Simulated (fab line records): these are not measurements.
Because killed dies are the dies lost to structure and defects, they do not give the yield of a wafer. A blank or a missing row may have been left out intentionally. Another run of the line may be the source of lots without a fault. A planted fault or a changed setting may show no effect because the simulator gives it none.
Split-lot experiment    flow n5Finfet    route with 1938 steps; 7 lots, 39 wafers read

== SPLIT DETAILS ==
At N5_BEOL_M4_VIA_ETCH_34 (etches the open film in C4F6/O2, target depth 69.4 nm, time 65.9 s), the setting targetDepthA was moved away from the recipe's 694 angstrom on 12 of the 39 wafers read, by -49.0% to -28.6%. For the rest of the wafers, this setting stayed at what the recipe calls for.

The reading comes from the split's own step.

== THE READING ==
SOC_of_BEOL_M4_COAT_67.thkNm (the simulator's own value, which no gauge read), in nm, at N5_BEOL_M4_VIA_ETCH_34 (etches the open film in C4F6/O2, target depth 69.4 nm, time 65.9 s). The file gives no usual value for it. Here, 27 wafers ran the recipe; their average is 51.7 nm with a standard deviation of 0.18 nm.

wafer   tool, chamber at the split  targetDepthA as run, angstrom  against the recipe  SOC_of_BEOL_M4_COAT_67.thkNm, nm  against lot-mates on the recipe
L076.1  rieDiel-02, 3               694                            recipe              52                                -
L076.2  rieDiel-02, 2               694                            recipe              51.8                              -
L076.3  rieDiel-02, 1               694                            recipe              51.8                              -
L076.4  rieDiel-02, 1               694                            recipe              52                                -
L076.5  rieDiel-02, 2               694                            recipe              52                                -
L076.6  rieDiel-02, 3               694                            recipe              51.8                              -
L078.1  rieDiel-06, 3               694                            recipe              51.8                              -
L078.2  rieDiel-06, 0               694                            recipe              51.8                              -
L078.3  rieDiel-06, 2               375                            -46.0%              55.4                              +3.6
L078.4  rieDiel-06, 1               694                            recipe              51.8                              -
L078.5  rieDiel-06, 3               375                            -46.0%              55.4                              +3.6
L078.6  rieDiel-06, 0               375                            -46.0%              55.6                              +3.8
L080.1  rieDiel-02, 3               694                            recipe              51.8                              -
L080.2  rieDiel-02, 0               694                            recipe              51.6                              -
L080.4  rieDiel-02, 1               694                            recipe              51.4                              -
L081.1  rieDiel-01, 3               495.2                          -28.6%              54.2                              +2.3
L081.2  rieDiel-01, 2               694                            recipe              51.8                              -
L081.3  rieDiel-01, 1               694                            recipe              52                                -
L081.4  rieDiel-01, 0               495.2                          -28.6%              54.4                              +2.5
L081.5  rieDiel-01, 1               495.2                          -28.6%              54                                +2.1
L081.6  rieDiel-01, 0               694                            recipe              51.8                              -
L083.1  rieDiel-06, 1               694                            recipe              51.6                              -
L083.2  rieDiel-06, 2               694                            recipe              51.6                              -
L083.3  rieDiel-06, 3               694                            recipe              51.6                              -
L083.4  rieDiel-06, 0               694                            recipe              51.6                              -
L083.5  rieDiel-06, 1               694                            recipe              51.6                              -
L083.6  rieDiel-06, 0               694                            recipe              51.4                              -
L090.1  rieDiel-02, 0               353.6                          -49.0%              55.6                              +4.0
L090.2  rieDiel-02, 3               694                            recipe              51.6                              -
L090.3  rieDiel-02, 1               694                            recipe              51.6                              -
L090.4  rieDiel-02, 2               353.6                          -49.0%              55.8                              +4.2
L090.5  rieDiel-02, 2               694                            recipe              51.6                              -
L090.6  rieDiel-02, 1               353.6                          -49.0%              55.8                              +4.2
L096.1  rieDiel-02, 3               480.8                          -30.7%              54.2                              +2.7
L096.2  rieDiel-02, 1               480.8                          -30.7%              54.2                              +2.7
L096.3  rieDiel-02, 2               480.8                          -30.7%              54.4                              +2.9
L096.4  rieDiel-02, 0               694                            recipe              51.6                              -
L096.5  rieDiel-02, 0               694                            recipe              51.6                              -
L096.6  rieDiel-02, 1               694                            recipe              51.4                              -

FIT RESULTS
A straight line over all 39 wafers: SOC_of_BEOL_M4_COAT_67.thkNm changes by -0.0828 nm for each +1% of targetDepthA; r = -0.99; the points scatter about the line by 0.17 nm.
The same after taking each lot's own level away (the mean of its wafers on the recipe; 39 wafers): -0.083 nm for each +1%; r = -1.00; scatter 0.12 nm.
The reading moves by 4.1 nm for the largest change in targetDepthA, on that fit.
Across the lots, their own levels run from 51.53 to 51.90 nm, a range of 2.1 times the standard deviation given above.
Hence the lot-to-lot level has little effect on the slope; both slopes agree.
Check: +4.09 nm against its lot-mates is what the line predicts for one of the wafers moved furthest among these (-49.0%) when that wafer is left out of the fit. It came out at +4 nm against them.

== OTHER SPLITS ON THESE WAFERS ==
These wafers also went through other splits before the reading. Each is held against what the fit with the lots' levels taken away leaves over:
other split on the same wafers           wafers away from the commonest value  r with SOC_of_BEOL_M4_COAT_67.thkNm (lot level and that fit taken away)
N5_PMOS_HMC_CHANNEL_EPI_HM_DEP_34 timeS  12                                    -0.13
N5_SD_EPI_N_EPI_21 epiGrowthTimeS        15                                    -0.11
N5_HKMG_FIN_DEVELOP_11 developTimeS      15                                    +0.32
N5_MOL_CONTACT_COAG_ALD_133 aldCycles    18                                    -0.15
N5_BEOL_M0_SAQP_ETCH_106 targetDepthA    12                                    -0.07
N5_BEOL_M2_ILD_DEP_00 timeS              15                                    -0.31

== THE WHOLE CHAIN: every reading that the file lists as answering this split, in the file's order ==
step                    what it does                                                        reading                                                                        change (the file's fit)                 r (the file's)
N5_BEOL_M4_VIA_ETCH_34  etches the open film in C4F6/O2, target depth 69.4 nm, time 65.9 s  etch.depthNm (the simulator's own value, which no gauge read)                  +0.695 nm for each +1% of the setting   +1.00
N5_BEOL_M4_VIA_ETCH_34  etches the open film in C4F6/O2, target depth 69.4 nm, time 65.9 s  SOC_of_BEOL_M4_COAT_67.thkNm (the simulator's own value, which no gauge read)  -0.0831 nm for each +1% of the setting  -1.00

== FILE'S OWN FIT ==
SOC_of_BEOL_M4_COAT_67.thkNm changes by -0.0831 nm for each +1% of targetDepthA, r = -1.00.
